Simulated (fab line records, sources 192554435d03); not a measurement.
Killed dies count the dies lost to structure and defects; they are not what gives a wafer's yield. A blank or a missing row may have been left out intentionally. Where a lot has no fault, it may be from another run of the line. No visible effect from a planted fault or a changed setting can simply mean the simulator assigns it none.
Chamber matching -- flow n5 finfet -- N5_FIN_CUT_STRIP_24 on rie diel-03 has 4 sister chambers
The step strips in CF4. 20 wafers are shown with their chamber, then 10 later ones without.

## WAFERS, EACH WITH ITS CHAMBER
wafer,chamber,drypump motor current A (A),throttle valve pct (%),showerhead plenum p Torr (Torr)
L076.2,3,6.7,13.64,1.83
L076.5,3,6.6,13.65,1.83
L076.6,2,5.8,13.38,1.81
L079.3,1,6.0,13.95,1.87
L079.4,0,4.9,13.26,1.81
L079.6,2,5.8,13.38,1.81
L080.3,2,5.8,13.38,1.81
L080.4,3,6.6,13.66,1.83
L080.5,3,6.6,13.65,1.83
L084.2,1,6.1,13.96,1.87
L084.4,2,5.7,13.39,1.80
L084.6,0,4.9,13.27,1.81
L087.1,3,6.6,13.70,1.83
L087.2,2,5.8,13.42,1.80
L087.3,0,4.9,13.29,1.81
L088.1,0,4.9,13.29,1.81
L088.4,2,5.8,13.41,1.80
L088.6,1,6.0,13.98,1.87
L089.1,2,5.8,13.44,1.80
L089.2,0,4.9,13.31,1.80

SIGNATURES (averages over the wafers above)
reading,chamber 0,chamber 1,chamber 2,chamber 3,scatter within a chamber
drypump motor current A,4.900,6.033,5.786,6.620,0.0381
throttle valve pct,13.2840,13.9633,13.4000,13.6600,0.0218
showerhead plenum p Torr,1.8080,1.8700,1.8043,1.8300,0.00396
Rule: a wafer's distance from a chamber is the root of the sum, over the readings, of the square of ((its reading less the chamber's mean) divided by the reading's scatter). The wafer belongs to the nearest chamber; if the next one is less than 2 further off, it can't be placed. How the scatter is found: for the shown wafers, subtract from each reading the mean of its chamber, square and add these, divide the total by (wafers less chambers), then take the root.

## WAFERS WHOSE CHAMBER IS MISSING
wafer,drypump motor current A (A),throttle valve pct (%),showerhead plenum p Torr (Torr)
L089.3,6.0,13.99,1.87
L089.4,6.1,13.99,1.87
L089.5,5.8,13.41,1.80
L089.6,4.9,13.29,1.80
L094.1,5.7,13.45,1.80
L094.2,4.9,13.32,1.80
L094.3,6.6,13.17,1.83
L094.4,4.9,13.33,1.80
L094.5,5.8,13.45,1.80
L094.6,6.7,13.16,1.82

## EACH ONE'S CHAMBER
wafer,from the rows above,in truth
L089.3,1,1
L089.4,1,1
L089.5,2,2
L089.6,0,0
L094.1,2,2
L094.2,0,0
L094.3,3,3
L094.4,0,0
L094.5,2,2
L094.6,3,3
10 of 10 placed correctly. Number that these rows cannot place: 0. Wrongly placed: 0.
